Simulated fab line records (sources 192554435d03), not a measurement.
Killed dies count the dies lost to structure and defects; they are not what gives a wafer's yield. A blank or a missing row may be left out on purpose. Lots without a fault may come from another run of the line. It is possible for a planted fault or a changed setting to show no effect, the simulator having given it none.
fab line records	flow n5Finfet
record lots=10	wafers=30	lastDay=18
route steps=1938 shown BEOL_M11@1571 BEOL_M12@1605
lots that met no fault: from a run of the same line without faults
startH: hours from the record's opening day to when the first of the lot's shown wafers began	waitH: hours since the lot's step before	" identical to the entry in the row above	L1.1+2: a single row standing in for several wafers	- no value present, or no start provided	* or withheld: withheld	< > ~ a bound
route shown NAME@n: NAME is a module with steps in the file, n the number in the route of the first one	usual: average and standard deviation across the fault-free wafers	same: alike in all rows	chamber/n: place in a boat	sites: the reading at each site	_std_site: their standard deviation	_edge_site: the outer-site mean with the inner-site mean subtracted	radiusMm: how far each site lies from the wafer's centre	mask NAME#n: copy n	behind: the tool/chamber that last shaped the wafer	hold: reason for holding the lot/hours on hold/outcome of the hold	device: the n, p or np transistor that did not switch	end of line: tests run on the same wafers once the route is complete	a step with no rows: only its recipe	killed: count of dies lost to structure and defects at first sort (not the wafer's yield)	map: shows each die of a wafer: x if killed, . if not, _ if none is there
set.NAME: the setting as run; set.NAME@STEP: as run at that earlier step	model.NAME: the simulator's own value behind a step, which no gauge read
steps of the route over a sample of lots; a table a step, a row a wafer
services: when a tool's chamber went out of use (startH, in hours from the record's first day, below 0 if earlier), for how many hours, and the reason
## steps
# step N5_BEOL_M11_DESCUM_33
# recipe chemistry=O2	timeS=7.9	sourcePowerW=50	biasPowerW=20	pressureMtorr=20	rfFrequencyHz=2.712e+07	tempC=40	resist=CAR-ArF	o2FlowSccm=225
# usual drypumpMotorCurrentA=5.7/0.57	oesProductAu=0.80/0.088	rfVppV=243.0/1.4	showerheadPlenumPTorr=2.09/0.066	throttleValvePct=20.39/0.23
lot.wafer	tool	chamber	startH	waitH	drypumpMotorCurrentA	oesProductAu	rfHoursCounterH	rfVppV	showerheadPlenumPTorr	throttleValvePct
L953.2	rieDiel-01	0	232.90	0.0	5.2	0.75	167	242.1	2.09	20.77
L953.5	"	3	"	"	5.9	0.73	-	241.2	2.01	20.72
L953.6	"	0	"	"	5.2	0.75	-	244.0	2.09	20.75
L952.1	rieDiel-06	2	233.37	0.3	4.9	0.89	47	243.0	2.04	19.98
L952.3	"	1	"	"	5.0	0.71	229	242.1	2.07	20.49
L952.5	"	0	"	"	6.2	0.74	-	241.1	1.99	20.61
L954.2	rieDiel-01	1	240.54	0.0	4.8	0.70	213	245.4	2.14	20.35
L954.3	"	0	"	"	5.2	0.75	169	243.7	2.09	20.79
L954.6	"	2	"	"	6.0	0.78	-	243.1	2.09	20.31
L955.2	rieDiel-03	3	248.91	0.2	5.4	0.69	233	243.5	2.18	20.77
L955.3	"	0	"	"	6.5	0.95	16	244.5	2.15	20.09
L955.6	"	0	"	"	6.5	0.95	-	244.6	2.15	20.08
L960.1	rieDiel-03	3	292.18	0.0	5.4	0.68	246	243.1	2.17	20.80
L960.3	"	1	"	"	5.7	0.85	58	242.8	2.13	20.26
L960.5	"	1	"	"	5.7	0.86	-	245.9	2.13	20.26
L961.3	rieDiel-03	3	294.42	0.1	5.4	0.67	247	243.2	2.17	20.80
L961.4	"	2	"	"	6.6	0.92	15	242.5	2.06	20.39
L961.6	"	2	"	"	6.6	0.92	-	241.9	2.06	20.38
L965.1	rieDiel-01	0	319.23	0.0	5.2	0.74	187	242.8	2.08	20.82
L965.3	"	1	"	"	4.8	0.68	236	244.2	2.13	20.37
L965.4	"	0	"	"	5.2	0.74	-	243.2	2.08	20.79
L970.2	rieDiel-06	2	339.10	0.0	5.0	0.84	81	240.9	2.03	20.04
L970.4	"	1	"	"	5.1	1.00	1	242.0	2.07	20.15
L970.6	"	1	"	"	5.0	1.00	-	242.7	2.07	20.18
L967.1	rieDiel-03	3	341.80	0.0	5.4	0.97	5	244.0	2.17	20.50
L967.3	"	1	"	"	5.7	0.85	71	243.5	2.12	20.30
L967.5	"	0	"	"	6.5	0.90	-	243.5	2.14	20.15
L972.1	rieDiel-06	3	365.72	0.6	5.7	0.75	160	245.4	2.17	20.39
L972.3	"	0	"	"	6.2	0.71	224	241.2	1.98	20.67
L972.6	"	0	"	"	6.2	0.71	-	242.2	1.98	20.66
# step N5_BEOL_M11_CURE_72
# recipe tempC=370	timeS=120	ambient=DMADMS/He	material=SiCOH_lowk
# usual lampPowerPct=52.33/0.06	wafer_temp_C_max=371.7/0.78
lot.wafer	tool	chamber	startH	waitH	lampPowerPct	wafer_temp_C_max
L953.2	uvCure-03	2	233.64	0.1	52.33	371.8
L953.5	"	2	"	"	52.28	372.3
L953.6	"	2	"	"	52.33	372.5
L952.1	uvCure-01	2	234.06	0.0	52.23	371.8
L952.3	"	2	"	"	52.31	371.8
L952.5	"	2	"	"	52.30	371.8
L954.2	uvCure-02	2	241.29	0.1	52.37	371.3
L954.3	"	2	"	"	52.34	372.0
L954.6	"	2	"	"	52.22	372.5
L955.2	uvCure-02	2	249.81	0.2	52.30	371.9
L955.3	"	2	"	"	52.30	371.4
L955.6	"	2	"	"	52.31	371.7
L960.1	uvCure-02	0	292.87	0.0	52.32	370.5
L960.3	"	0	"	"	52.31	370.4
L960.5	"	0	"	"	52.37	370.9
L961.3	uvCure-03	1	295.21	0.1	52.42	371.1
L961.4	"	1	"	"	52.37	371.3
L961.6	"	1	"	"	52.44	371.1
L965.1	uvCure-02	2	319.92	0.0	52.33	372.2
L965.3	"	2	"	"	52.36	372.1
L965.4	"	2	"	"	52.40	372.3
L970.2	uvCure-03	0	339.84	0.1	52.28	371.0
L970.4	"	0	"	"	52.36	371.1
L970.6	"	0	"	"	52.33	370.9
L967.1	uvCure-03	0	342.52	0.1	52.30	371.2
L967.3	"	0	"	"	52.43	370.9
L967.5	"	0	"	"	52.33	371.4
L972.1	uvCure-03	0	366.40	0.0	52.46	370.9
L972.3	"	0	"	"	52.37	370.4
L972.6	"	0	"	"	52.24	371.3
# step N5_BEOL_M11_DEP_56
# recipe material=SiCN	targetThkA=300	tempC=withheld	precursor=3MS/NH3	pressureTorr=3	rfW=675	timeS=10.5
# usual showerheadPlenumPTorr=4.155/0.018	throttleValvePct=18.3/0.92
lot.wafer	tool	chamber	startH	waitH	showerheadPlenumPTorr	throttleValvePct
L953.2	pecvd-04	0	235.83	0.0	4.171	19.0
L953.5	"	1	"	"	4.138	18.3
L953.6	"	0	"	"	4.164	19.2
L952.1	pecvd-04	1	236.10	0.0	4.125	18.3
L952.3	"	1	"	"	4.126	18.3
L952.5	"	1	"	"	4.122	17.9
L954.2	pecvd-04	1	243.64	0.0	4.126	18.1
L954.3	"	0	"	"	4.147	18.9
L954.6	"	1	"	"	4.126	18.2
L955.2	pecvd-02	0	253.87	0.0	4.144	19.5
L955.3	"	1	"	"	4.173	18.6
L955.6	"	0	"	"	4.147	19.2
L960.1	pecvd-03	2	296.54	0.0	4.155	17.2
L960.3	"	1	"	"	4.141	18.2
L960.5	"	2	"	"	4.162	16.8
L961.3	pecvd-02	2	298.31	0.0	4.164	17.3
L961.4	"	1	"	"	4.189	19.2
L961.6	"	2	"	"	4.155	17.6
L965.1	pecvd-04	0	322.28	0.0	4.155	19.3
L965.3	"	2	"	"	4.173	16.5
L965.4	"	2	"	"	4.169	16.4
L970.2	pecvd-02	2	342.11	0.0	4.149	17.4
L970.4	"	0	"	"	4.146	19.4
L970.6	"	1	"	"	4.178	18.7
L967.1	pecvd-02	2	346.12	0.0	4.166	17.2
L967.3	"	0	"	"	4.153	19.4
L967.5	"	2	"	"	4.157	17.6
L972.1	pecvd-04	0	371.43	0.0	4.165	19.5
L972.3	"	1	"	"	4.125	18.1
L972.6	"	0	"	"	4.162	19.2
# step N5_BEOL_M12_COAT_04
# recipe spinRpm=1625	resistThkNm=400
# usual dispensePressureKPa=47/3.6	spinSpeedRpm=1625.0/0.92
lot.wafer	tool	chamber	startH	waitH	dispensePressureKPa	spinSpeedRpm
L953.2	lithoTrack-02	0	236.19	-	50	1623.0
L953.5	"	0	"	"	50	1623.8
L953.6	"	0	"	"	50	1625.6
L952.1	lithoTrack-02	0	236.41	-	50	1624.7
L952.3	"	0	"	"	50	1627.0
L952.5	"	0	"	"	50	1625.6
L954.2	lithoTrack-03	0	243.93	-	46	1623.9
L954.3	"	0	"	"	47	1625.4
L954.6	"	0	"	"	46	1625.6
L955.2	lithoTrack-05	0	254.17	-	42	1626.5
L955.3	"	0	"	"	42	1624.3
L955.6	"	0	"	"	42	1625.2
L960.1	lithoTrack-02	0	296.85	-	50	1625.7
L960.3	"	0	"	"	50	1625.7
L960.5	"	0	"	"	50	1626.6
L961.3	lithoTrack-02	0	298.61	-	50	1626.2
L961.4	"	0	"	"	50	1625.1
L961.6	"	0	"	"	50	1625.7
L965.1	lithoTrack-03	0	322.57	-	46	1622.8
L965.3	"	0	"	"	46	1624.6
L965.4	"	0	"	"	46	1624.4
L970.2	lithoTrack-02	0	342.41	-	50	1498.7
L970.4	"	0	"	"	50	1499.2
L970.6	"	0	"	"	50	1500.1
L967.1	lithoTrack-02	0	346.42	-	50	1498.1
L967.3	"	0	"	"	50	1498.1
L967.5	"	0	"	"	50	1499.0
L972.1	lithoTrack-03	0	371.74	-	47	1625.2
L972.3	"	0	"	"	47	1625.7
L972.6	"	0	"	"	47	1625.4
# step N5_BEOL_M12_STRIP_63
# recipe chemistry=N2/H2	powerW=1000	tempC=250	h2Frac=0.65	overashFraction=0.3	pressureMtorr=1000	n2FlowSccm=1750	h2FlowSccm=3250
# usual drypumpMotorCurrentA=5.8/0.54	heaterPowerW=368/44	oesProductAu=0.693/0.005	stripTimeToEndpointS=42.5/0.83
lot.wafer	tool	chamber	startH	waitH	drypumpMotorCurrentA	heaterPowerW	oesProductAu	rfHoursCounterH	stripTimeToEndpointS
L953.2	plasmaAsher-02	0	236.84	-	5.7	391	0.690	65	43.1
L953.5	"	1	"	"	6.3	421	0.692	-	42.5
L953.6	"	0	"	"	5.7	393	0.685	-	42.1
L952.1	plasmaAsher-02	0	237.06	-	5.7	380	0.697	65	43.2
L952.3	"	1	"	"	6.4	411	0.687	-	43.9
L952.5	"	1	"	"	6.4	426	0.693	-	42.8
L954.2	plasmaAsher-02	1	244.70	-	6.4	427	0.694	66	42.5
L954.3	"	0	"	"	5.7	394	0.701	-	43.6
L954.6	"	0	"	"	5.7	389	0.695	-	42.1
L955.2	plasmaAsher-01	0	254.93	-	6.2	331	0.703	129	43.0
L955.3	"	1	"	"	4.9	305	0.695	-	42.3
L955.6	"	1	"	"	4.9	317	0.688	-	42.1
L960.1	plasmaAsher-02	0	297.62	-	5.7	397	0.690	78	43.3
L960.3	"	1	"	"	6.4	432	0.688	-	42.7
L960.5	"	0	"	"	5.7	397	0.689	-	42.6
L961.3	plasmaAsher-01	1	299.67	-	5.0	301	0.694	-	42.6
L961.4	"	0	"	"	6.2	336	0.690	-	41.8
L961.6	"	0	"	"	6.2	334	0.694	-	42.4
L965.1	plasmaAsher-02	0	323.34	-	5.7	394	0.693	83	42.9
L965.3	"	1	"	"	6.4	420	0.691	-	42.2
L965.4	"	0	"	"	5.7	381	0.691	-	41.5
L970.2	plasmaAsher-01	1	343.38	-	5.0	305	0.694	148	47.3
L970.4	"	1	"	"	5.0	311	0.696	-	46.4
L970.6	"	0	"	"	6.2	345	0.701	-	46.9
L967.1	plasmaAsher-02	1	347.32	-	6.3	415	0.703	87	47.1
L967.3	"	1	"	"	6.4	422	0.694	-	47.2
L967.5	"	0	"	"	5.7	390	0.688	-	46.2
L972.1	plasmaAsher-01	0	372.49	-	6.2	346	0.690	153	43.3
L972.3	"	1	"	"	4.9	312	0.691	-	43.4
L972.6	"	0	"	"	6.2	340	0.698	-	41.7
## services
tool	chamber	startH	hours	kind
rieDiel-06	0	213.00	3.4	repair
pecvd-02	-	216.91	14.6	pm
rieDiel-01	1	226.18	3.6	repair
pecvd-02	2	233.53	18.2	repair
pecvd-04	2	233.59	5.8	repair
plasmaAsher-02	-	240.80	0.9	repair
rieDiel-01	0	241.59	12.8	repair
uvCure-03	-	242.34	6.1	repair
uvCure-01	-	242.69	1.8	repair
plasmaAsher-01	-	245.98	1.4	repair
pecvd-04	-	265.39	0.2	repair
rieDiel-03	2	266.47	4.2	repair
plasmaAsher-01	-	279.24	0.7	repair
pecvd-04	-	284.97	2.8	pm
rieDiel-06	1	290.13	8.6	repair
rieDiel-01	-	294.76	1.2	repair
pecvd-02	0	302.60	6.9	repair
uvCure-02	-	329.94	7.5	pm
pecvd-02	-	336.80	1.3	repair
uvCure-03	-	350.17	7.5	pm
rieDiel-03	-	357.61	13.2	repair
rieDiel-06	-	363.75	0.3	repair
uvCure-02	-	366.99	3.4	pm
pecvd-02	-	367.45	6.0	pm
## key
firstSign step=N5_BEOL_M12_COAT_04	reading=spinSpeedRpm	direction=down	sigmas=99+	usual=*	struck=*
effect step=N5_BEOL_M12_STRIP_63	reading=stripTimeToEndpointS	direction=up	sigmas=5.2	usual=*	struck=*
metAt N5_BEOL_M12_COAT_04
struckLots L967,L970
notActingAt N5_BEOL_M11_DESCUM_33,N5_BEOL_M11_CURE_72,N5_BEOL_M11_DEP_56
onsetBetween 298.61 342.41
fault kind=processParameterDrift	tool=lithoTrack-02	chamber=-	onsetH=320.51	steps=N5_BEOL_M12_COAT_04	channel=spinRpm	offset=*	shape=step	endH=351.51	actsIn=*	stated=*
